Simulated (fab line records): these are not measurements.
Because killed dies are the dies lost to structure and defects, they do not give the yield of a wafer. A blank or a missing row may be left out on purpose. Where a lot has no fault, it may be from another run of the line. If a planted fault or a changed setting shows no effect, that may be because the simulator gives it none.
fab line records	flow n5_finfet
record: lots: 9	wafers: 26	last_day: 17
route steps=1938 shown STI_FIN_REVEAL@188 DUMMY_GATE@218 SDB@375 BEOL_M4@1111 PASSIVATION@1936
lots that met no fault: from a run of the same line without faults
start_h: hours from the record's first day to the start of the lot's first wafer shown	wait_h: hours from the lot's prior step to this one	" the same as in the row above	L1.1+2: several wafers, shown together as one row	- no value, or no start given	* or withheld: withheld	< > ~ a bound
route shown NAME@n: NAME is a module with steps in the file, n the number in the route of the first one	usual: average and standard deviation across the fault-free wafers	same: alike in all rows	chamber/n: place in a boat	sites: the reading at each site	_std_site: standard deviation across them	_edge_site: mean of outer sites minus mean of inner sites	radius_mm: for every site, how far away it sits from the centre of the wafer	mask NAME#n: copy n	behind: tool/chamber where the wafer was last shaped	hold: the reason the lot was held/the length of the hold in hours/how it ended	device: names the non-switching transistor (n, p or np)	end of line: the tests these same wafers got at the end of their route	step lacking rows: just its recipe	killed: dies lost to structure and defects at the first sort, not the wafer's yield	map: dies across one wafer; x = killed, . = not, _ = none there
set.NAME: setting as actually run; set.NAME@STEP: the setting as run at that earlier step	model.NAME: the simulator's own value behind a step, which no gauge read
steps of the route over a sample of lots; a table a step, a row a wafer
services: the hour from which a tool's chamber was out of use, counted from the record's first day as start_h (under 0 if before that day), plus the number of hours and why
== steps ==
step: N5_STI_FIN_REVEAL_THK_MEAS_05
usual: thk_nm: 131.4/1.4
lot.wafer	tool	chamber	start_h	wait_h	thk_nm
L340.3	film_metro-01	-	34.88	-	128.6
L340.4	"	-	"	"	131.8
L340.5	"	-	"	"	130.2
L342.3	film_metro-01	-	48.24	-	130.8
L342.5	"	-	"	"	130.6
L342.6	"	-	"	"	131.0
L349.3	film_metro-02	-	87.82	-	132.7
L349.4	"	-	"	"	130.6
L354.2	film_metro-01	-	118.65	-	129.2
L354.4	"	-	"	"	132.4
L354.6	"	-	"	"	130.4
L357.1	film_metro-02	-	134.78	-	130.7
L357.5	"	-	"	"	130.4
L357.6	"	-	"	"	131.9
L358.3	film_metro-01	-	142.36	-	130.8
L358.4	"	-	"	"	132.0
L358.5	"	-	"	"	130.7
L360.1	film_metro-02	-	154.86	-	134.2
L360.2	"	-	"	"	130.6
L360.4	"	-	"	"	132.8
L361.1	film_metro-02	-	162.02	-	129.9
L361.3	"	-	"	"	129.1
L361.4	"	-	"	"	130.2
L363.3	film_metro-02	-	174.03	-	132.5
L363.5	"	-	"	"	131.8
L363.6	"	-	"	"	132.8
step: N5_DUMMY_GATE_CMP_04
recipe: material: a-Si	post_cmp_clean: alkaline_brush
usual: motor_current_A: 10.3/1	retaining_ring_pressure_frac: 1.000/0.005	time_to_endpoint_s: 14/3.3
lot.wafer	tool	chamber	start_h	wait_h	motor_current_A	retaining_ring_pressure_frac	time_to_endpoint_s
L340.3	cmp-04	3	42.33	0.1	11.1	1.005	11
L340.4	"	0	"	"	10.7	1.000	13
L340.5	"	2	"	"	10.1	1.001	13
L342.3	cmp-01	0	55.88	0.1	9.2	1.008	22
L342.6	"	1	"	"	10.1	1.001	21
L342.5	"	2	"	"	8.3	1.003	18
L349.3	cmp-04	1	95.07	0.0	11.0	1.002	11
L349.4	"	2	"	"	9.6	0.998	17
L354.4	cmp-01	2	128.41	0.1	8.2	1.011	18
L354.2	"	3	"	"	11.3	0.999	16
L354.6	"	2	"	"	8.1	1.000	15
L357.1	cmp-02	0	142.71	0.1	10.7	0.998	8
L357.6	"	2	"	"	10.7	1.002	15
L357.5	"	3	"	"	10.8	0.996	12
L358.4	cmp-04	2	150.80	0.0	10.2	1.003	15
L358.3	"	1	"	"	11.4	1.000	9
L358.5	"	3	"	"	11.4	0.999	8
L360.2	cmp-04	3	162.31	0.0	10.5	1.000	10
L360.1	"	0	"	"	11.3	1.002	12
L360.4	"	1	"	"	11.1	0.996	10
L361.3	cmp-01	1	169.42	0.0	9.8	0.995	15
L361.4	"	3	"	"	10.6	0.998	14
L361.1	"	0	"	"	8.8	1.006	19
L363.3	cmp-04	0	181.60	0.3	10.8	1.005	15
L363.5	"	2	"	"	9.5	0.996	16
L363.6	"	3	"	"	11.4	0.992	12
step: N5_DUMMY_GATE_THK_MEAS_05
usual: thk_nm: 72.2/1.4
lot.wafer	tool	chamber	start_h	wait_h	thk_nm
L340.3	film_metro-01	-	42.54	0.2	70.2
L340.4	"	-	"	"	71.5
L340.5	"	-	"	"	71.8
L342.3	film_metro-02	-	56.03	0.1	75.1
L342.5	"	-	"	"	72.0
L342.6	"	-	"	"	74.1
L349.3	film_metro-01	-	95.32	0.2	71.2
L349.4	"	-	"	"	98.3
L354.2	film_metro-02	-	128.62	0.1	71.8
L354.4	"	-	"	"	70.6
L354.6	"	-	"	"	71.6
L357.1	film_metro-01	-	142.89	0.1	70.4
L357.5	"	-	"	"	72.4
L357.6	"	-	"	"	71.7
L358.3	film_metro-02	-	151.05	0.1	70.7
L358.4	"	-	"	"	72.0
L358.5	"	-	"	"	70.7
L360.1	film_metro-01	-	162.55	0.2	71.4
L360.2	"	-	"	"	71.6
L360.4	"	-	"	"	70.2
L361.1	film_metro-02	-	169.66	0.1	73.8
L361.3	"	-	"	"	72.0
L361.4	"	-	"	"	72.9
L363.3	film_metro-01	-	181.78	0.1	71.5
L363.5	"	-	"	"	73.1
L363.6	"	-	"	"	72.4
step: N5_DUMMY_GATE_CD_MEAS_15
recipe: target_cd_nm: 25.8	landing_energy_ev: 500	detector: se_inlens
usual: cd_nm: 24.91/0.23
lot.wafer	tool	chamber	start_h	wait_h	cd_nm
L340.3	cd_sem-01	0	46.96	-	25.06
L340.4	"	0	"	"	24.73
L340.5	"	0	"	"	25.39
L342.3	cd_sem-01	0	60.34	-	25.05
L342.5	"	0	"	"	25.10
L342.6	"	0	"	"	25.19
L349.3	cd_sem-01	0	99.75	-	24.88
L349.4	"	0	"	"	24.71
L354.2	cd_sem-03	0	132.94	-	25.13
L354.4	"	0	"	"	24.89
L354.6	"	0	"	"	24.79
L357.1	cd_sem-03	0	147.34	-	24.78
L357.5	"	0	"	"	24.89
L357.6	"	0	"	"	25.16
L358.3	cd_sem-01	0	157.42	-	25.17
L358.4	"	0	"	"	24.51
L358.5	"	0	"	"	24.61
L360.1	cd_sem-01	0	166.97	-	24.97
L360.2	"	0	"	"	24.68
L360.4	"	0	"	"	24.74
L361.1	cd_sem-03	0	174.33	-	25.16
L361.3	"	0	"	"	24.87
L361.4	"	0	"	"	25.08
L363.3	cd_sem-01	0	186.08	-	25.17
L363.5	"	0	"	"	25.19
L363.6	"	0	"	"	25.15
step: N5_DUMMY_GATE_INSPECT_17
recipe: mode: adi	inspect_instrument: brightfield
usual: raw_defect_count: 191/51
lot.wafer	tool	chamber	start_h	wait_h	raw_defect_count
L340.3	defect_inspect-01	-	47.05	0.0	273
L340.4	"	-	"	"	256
L340.5	"	-	"	"	207
L342.3	defect_inspect-01	-	60.43	0.0	134
L342.5	"	-	"	"	90
L342.6	"	-	"	"	128
L349.3	defect_inspect-02	-	99.85	0.0	175
L349.4	"	-	"	"	149
L354.2	defect_inspect-01	-	133.03	0.0	147
L354.4	"	-	"	"	219
L354.6	"	-	"	"	229
L357.1	defect_inspect-01	-	147.44	0.1	148
L357.5	"	-	"	"	157
L357.6	"	-	"	"	180
L358.3	defect_inspect-01	-	157.52	0.0	154
L358.4	"	-	"	"	90
L358.5	"	-	"	"	120
L360.1	defect_inspect-01	-	167.07	0.1	214
L360.2	"	-	"	"	148
L360.4	"	-	"	"	197
L361.1	defect_inspect-01	-	174.43	0.1	170
L361.3	"	-	"	"	302
L361.4	"	-	"	"	200
L363.3	defect_inspect-01	-	186.17	0.0	211
L363.5	"	-	"	"	211
L363.6	"	-	"	"	137
step: N5_DUMMY_GATE_ETCH_44
recipe: chemistry: HBr/O2	over_etch_frac: 0.7	target_depth_a: 1275	stop_on: SiO2	ion_energy_ev: 60	bias_w: 20	target: poly-Si	mask_material: SiO2	pressure_mtorr: 20	icp_w: 400	HBr_flow_sccm: 120	O2_flow_sccm: 10
usual: O2_flow_sccm: 10.00/0.031	bias_w: 20.00/0.062	drypump_motor_current_A: 5.9/0.42	oes_product_au: 0.727/0.012	throttle_valve_pct: 18.51/0.16
lot.wafer	tool	chamber	start_h	wait_h	O2_flow_sccm	bias_w	drypump_motor_current_A	oes_product_au	rf_hours_counter_h	throttle_valve_pct
L340.3	rie_si-06	3	47.96	0.0	9.98	20.01	5.7	0.725	97	18.72
L340.4	"	0	"	"	9.94	20.10	6.3	0.722	81	18.47
L340.5	"	3	"	"	10.00	19.93	5.7	0.733	-	18.72
L342.3	rie_si-01	2	61.28	0.0	10.00	19.97	5.1	0.733	195	18.51
L342.5	"	2	"	"	9.99	19.98	5.1	0.720	-	18.51
L342.6	"	3	"	"	9.99	19.93	6.4	0.721	-	18.32
L349.3	rie_si-01	2	100.64	0.0	10.00	20.05	5.1	0.714	196	18.51
L349.4	"	1	"	"	10.03	19.97	5.7	0.850	84	18.58
L354.2	rie_si-01	1	134.14	0.0	9.99	19.90	5.7	0.736	85	18.61
L354.4	"	0	"	"	10.04	20.03	6.3	0.706	-	18.74
L354.6	"	3	"	"	9.98	20.05	6.4	0.722	-	18.34
L357.1	rie_si-01	3	148.23	0.0	10.01	20.01	6.4	0.718	160	18.32
L357.5	"	1	"	"	10.01	20.04	5.7	0.737	-	18.61
L357.6	"	0	"	"	10.06	20.03	6.3	0.722	-	18.75
L358.3	rie_si-01	1	158.31	0.0	9.98	19.95	5.7	0.728	86	18.61
L358.4	"	2	"	"	9.99	19.99	5.2	0.720	0	18.34
L358.5	"	0	"	"	9.96	20.01	6.3	0.717	-	18.74
L360.1	rie_si-01	1	167.87	0.0	10.04	20.03	5.7	0.731	86	18.60
L360.2	"	2	"	"	9.99	19.95	5.1	0.726	1	18.33
L360.4	"	3	"	"	9.97	19.95	6.4	0.723	160	18.33
L361.1	rie_si-06	2	175.38	0.0	10.00	19.97	6.2	0.735	116	18.57
L361.3	"	3	"	"	10.00	19.97	5.7	0.729	99	18.71
L361.4	"	1	"	"	10.01	20.05	6.0	0.709	70	18.39
L363.3	rie_si-01	1	187.03	0.0	10.00	20.04	5.7	0.727	86	18.59
L363.5	"	0	"	"	10.03	20.14	6.2	0.734	-	18.73
L363.6	"	3	"	"	9.98	19.87	6.4	0.730	-	18.34
step: N5_SDB_THK_MEAS_31
recipe: reads: a-Si_of_DUMMY_GATE_CVD_03
usual: SDB_THK: 64.4/1.4
lot.wafer	tool	chamber	start_h	wait_h	SDB_THK[nm]
L340.3	film_metro-02	-	72.16	-	62.3
L340.4	"	-	"	"	63.7
L340.5	"	-	"	"	64.0
L342.3	film_metro-02	-	83.98	-	67.4
L342.5	"	-	"	"	64.2
L342.6	"	-	"	"	66.4
L349.3	film_metro-01	-	122.93	-	63.3
L349.4	"	-	"	"	90.6
L354.2	film_metro-01	-	156.22	-	64.0
L354.4	"	-	"	"	62.8
L354.6	"	-	"	"	63.8
L357.1	film_metro-02	-	170.26	-	62.5
L357.5	"	-	"	"	64.6
L357.6	"	-	"	"	64.0
L358.3	film_metro-01	-	182.24	-	63.0
L358.4	"	-	"	"	64.1
L358.5	"	-	"	"	63.0
L360.1	film_metro-01	-	190.19	-	63.7
L360.2	"	-	"	"	63.8
L360.4	"	-	"	"	62.4
L361.1	film_metro-01	-	197.89	-	66.1
L361.3	"	-	"	"	64.2
L361.4	"	-	"	"	65.1
L363.3	film_metro-02	-	210.62	-	63.8
L363.5	"	-	"	"	65.4
L363.6	"	-	"	"	64.7
step: N5_BEOL_M4_RC_MEAS_101
usual: DIBL_N: 36.0/2.5	DIBL_P: 36.3/2.8	IOFF_N: 0.16/0.042	IOFF_P: 0.21/0.045	ION_N: 673/15	ION_P: 463/8.1	SS_N: 71.4/0.73	SS_P: 73.3/0.92	VT_N: 251/4.1	VT_P: -250/3.4
lot.wafer	tool	chamber	start_h	wait_h	DIBL_N[mV/V]	DIBL_P[mV/V]	IOFF_N[nA/um]	IOFF_P[nA/um]	ION_N[uA/um]	ION_P[uA/um]	SS_N[mV/dec]	SS_P[mV/dec]	VT_N[mV]	VT_P[mV]
L340.3	prober-01	0	162.75	0.3	41.9	41.1	0.28	0.38	698	477	73.4	74.9	242	-241
L340.4	"	0	"	"	36.1	35.2	0.14	0.23	668	467	71.5	73.1	252	-250
L340.5	"	0	"	"	36.1	33.6	0.14	0.22	670	465	70.6	72.8	251	-248
L342.3	prober-01	0	170.01	0.3	34.4	34.2	0.14	0.20	661	462	71.1	72.6	253	-250
L342.5	"	0	"	"	34.8	34.2	0.14	0.21	662	463	71.2	72.7	250	-251
L342.6	"	0	"	"	34.3	33.2	0.13	0.19	651	459	71.4	72.0	252	-251
L349.3	prober-01	0	217.86	0.3	36.0	37.6	0.18	0.27	687	472	71.3	74.4	248	-245
L349.4	"	0	"	"	34.7	36.7	0.15	0.25	667	469	71.9	72.9	253	-248
L354.2	prober-01	0	249.12	0.2	33.0	35.4	0.12	0.20	666	469	70.3	72.3	253	-247
L354.4	"	0	"	"	38.1	41.2	0.22	0.30	678	467	71.6	74.2	245	-243
L354.6	"	0	"	"	33.3	35.6	0.13	0.20	676	474	70.8	72.5	253	-247
L357.1	prober-01	0	269.57	0.0	35.5	34.5	0.11	0.19	657	458	70.7	72.7	256	-251
L357.5	"	0	"	"	35.1	34.3	0.11	0.18	652	457	71.2	72.9	258	-253
L357.6	"	0	"	"	36.5	35.4	0.13	0.20	674	470	70.9	73.4	254	-252
L358.3	prober-01	0	279.04	0.3	34.0	33.2	0.12	0.15	653	453	71.1	71.7	252	-256
L358.4	"	0	"	"	35.0	35.5	0.14	0.18	678	461	72.1	73.2	251	-251
L358.5	"	0	"	"	33.1	31.9	0.10	0.13	658	446	70.9	72.7	254	-257
L360.1	prober-02	0	281.25	0.0	36.9	37.6	0.16	0.23	681	467	71.5	73.4	251	-247
L360.2	"	0	"	"	36.6	37.1	0.15	0.23	660	459	71.2	73.1	251	-248
L360.4	"	0	"	"	36.6	38.0	0.18	0.25	686	473	71.6	74.0	247	-245
L361.1	prober-01	0	292.84	0.0	39.0	39.9	0.23	0.25	691	460	73.0	74.0	245	-250
L361.3	"	0	"	"	35.4	35.2	0.15	0.18	669	452	71.5	73.2	253	-254
L361.4	"	0	"	"	38.2	38.7	0.19	0.23	692	466	72.7	74.3	250	-251
L363.3	prober-02	0	310.37	0.3	37.7	39.1	0.19	0.27	683	477	71.8	73.7	248	-245
L363.5	"	0	"	"	33.0	32.4	0.10	0.17	649	458	69.8	72.1	256	-256
L363.6	"	0	"	"	34.5	34.2	0.13	0.19	669	467	71.2	73.2	253	-251
step: N5_PASSIVATION_PROBE_49
usual: defect_limited_yield: 91.0/1.4	killed_at_M0_to_M3: 36/11	killed_at_M4_up: 13/5.4	killed_at_contacts: 12/6.4	killed_at_front_end: 41/13	killed_at_other: 2.9/2.3	killed_dies: 106/17	killed_open: 70/12	killed_short: 34/8.4	sort_bin_4_leakage: 0.01/0.057	sort_bin_5_function: 5.2/1	sort_bin_6_memory: 3.4/0.63	sort_bin_8_speed: 0.1/0.49	sort_n_pass: 1074/18	sort_yield_pct: 91.0/1.6
same: gross_dies: 1180	killed_at_back_side: 0
lot.wafer	tool	chamber	start_h	wait_h	defect_limited_yield[%]	killed_at_M0_to_M3	killed_at_M4_up	killed_at_contacts	killed_at_front_end	killed_at_other	killed_dies	killed_open	killed_short	sort_bin_4_leakage[%]	sort_bin_5_function[%]	sort_bin_6_memory[%]	sort_bin_8_speed[%]	sort_n_pass	sort_yield_pct[%]
L360.1	prober-02	-	381.34	0.0	90.2	55	8	11	41	1	116	79	35	0	6.7	2.7	0	1064	90.2
L360.2	prober-02	-	381.39	0.1	90.0	47	12	15	43	1	118	74	41	0	6.2	3.5	0	1062	90.0
L360.4	prober-02	-	381.49	0.2	89.7	48	10	16	47	1	122	75	44	0	6.0	3.6	0	1058	89.7
L363.3	prober-02	-	418.40	0.1	93.2	22	19	9	29	1	80	61	18	0	4.3	2.5	0	1100	93.2
L363.5	prober-02	-	418.50	0.2	90.7	52	8	3	43	4	110	77	33	0	4.9	4.1	0	1070	90.7
L363.6	prober-02	-	418.55	0.3	93.4	32	16	3	19	8	78	51	25	0	3.8	2.6	0	1102	93.4
killed by level:class
L360.1 BEOL_M0_SAQP:geometric_particle:open=13 BEOL_M1:geometric_particle:open=12 BEOL_M2:geometric_particle:open=10 FIN_SAQP:geometric_particle:open=8 MOL_CONTACT_COAG:geometric_particle:open=8 FIN_SAQP:geometric_particle:short=7 STI_FIN_REVEAL:geometric_particle:open=7 DUMMY_GATE:geometric_particle:open=7
L360.2 MOL_CONTACT_COAG:geometric_particle:open=14 BEOL_M0_SAQP:geometric_particle:short=12 FIN_SAQP:geometric_particle:short=11 BEOL_M3:geometric_particle:open=9 BEOL_M1:geometric_particle:open=8 BEOL_M0_SAQP:geometric_particle:open=8 FIN_SAQP:geometric_particle:open=6 STI_FIN_REVEAL:geometric_particle:open=5
L360.4 FIN_SAQP:geometric_particle:short=17 BEOL_M0_SAQP:geometric_particle:open=17 MOL_CONTACT_COAG:geometric_particle:open=14 STI_FIN_REVEAL:geometric_particle:open=11 BEOL_M0_SAQP:geometric_particle:short=11 DUMMY_GATE:geometric_particle:open=8 BEOL_M1:geometric_particle:open=8 FIN_SAQP:geometric_particle:open=4
L363.3 BEOL_M4:geometric_particle:open=12 DUMMY_GATE:geometric_particle:open=7 MOL_CONTACT_COAG:geometric_particle:open=7 BEOL_M0_SAQP:geometric_particle:open=6 FIN_SAQP:geometric_particle:short=4 FIN_SAQP:geometric_particle:open=4 BEOL_M2:geometric_particle:open=4 STARTING-WAFER:geometric_particle:open=4
L363.5 FIN_SAQP:geometric_particle:open=17 BEOL_M1:geometric_particle:open=13 BEOL_M0_SAQP:geometric_particle:open=11 BEOL_M0_SAQP:geometric_particle:short=10 STARTING-WAFER:geometric_particle:open=8 FIN_SAQP:geometric_particle:short=6 BEOL_M0:geometric_particle:open=5 BEOL_M3:geometric_particle:open=5
L363.6 BEOL_M0_SAQP:geometric_particle:open=6 BEOL_M0:geometric_particle:open=6 BEOL_M8:geometric_particle:open=6 FIN_SAQP:geometric_particle:short=4 STI_FIN_REVEAL:geometric_particle:open=4 BEOL_M0_SAQP:geometric_particle:short=4 BEOL_M1:geometric_particle:open=4 BEOL_M3:geometric_particle:open=4
== services ==
tool	chamber	start_h	hours	kind
cmp-04	-	23.18	3.4	repair
cmp-02	-	26.74	1.1	repair
rie_si-01	3	27.52	10.2	repair
rie_si-01	3	40.13	4.1	repair
cmp-04	-	43.27	1.0	repair
rie_si-06	-	67.83	2.8	pm
cmp-04	-	73.99	4.0	pm
cmp-01	-	83.41	2.2	repair
cmp-04	-	92.17	0.3	repair
cmp-04	-	102.73	0.4	repair
rie_si-01	1	104.89	2.6	repair
rie_si-06	3	123.82	5.0	repair
cmp-02	-	124.87	2.1	repair
rie_si-01	2	125.64	-	clean
rie_si-01	2	125.64	14.3	scheduled_down
rie_si-01	2	125.64	14.3	vent_cycle
cmp-01	-	137.81	0.4	repair
cmp-02	-	150.66	4.0	pm
cmp-04	-	150.99	3.7	pm
cmp-02	-	167.63	0.6	repair
cmp-02	-	169.84	37.3	repair
cmp-01	-	172.71	4.0	pm
rie_si-01	-	177.36	0.2	repair
cmp-01	-	178.64	4.4	pm
== key ==
first_sign: step: N5_DUMMY_GATE_THK_MEAS_05	reading: thk_nm	direction: up	sigmas: 18	usual: *	struck: *
effect: step: N5_DUMMY_GATE_ETCH_44	reading: oes_product_au	direction: up	sigmas: 10	usual: 0.727	struck: 0.850
effect: step: N5_SDB_THK_MEAS_31	reading: SDB_THK	direction: up	sigmas: 18	usual: 64.4	struck: 90.6
met_at N5_DUMMY_GATE_CMP_04
struck_lots L349
struck_wafers L349.4
not_acting_at N5_STI_FIN_REVEAL_THK_MEAS_05,N5_DUMMY_GATE_CD_MEAS_15,N5_DUMMY_GATE_INSPECT_17
onset_between 42.33 95.07
fault: kind: process_parameter_drift	tool: cmp-04	chamber: -	onset_h: 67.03	steps: N5_DUMMY_GATE_CMP_04	channel: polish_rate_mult	offset: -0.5	shape: step	end_h: 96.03	scope: struck_wafers_only
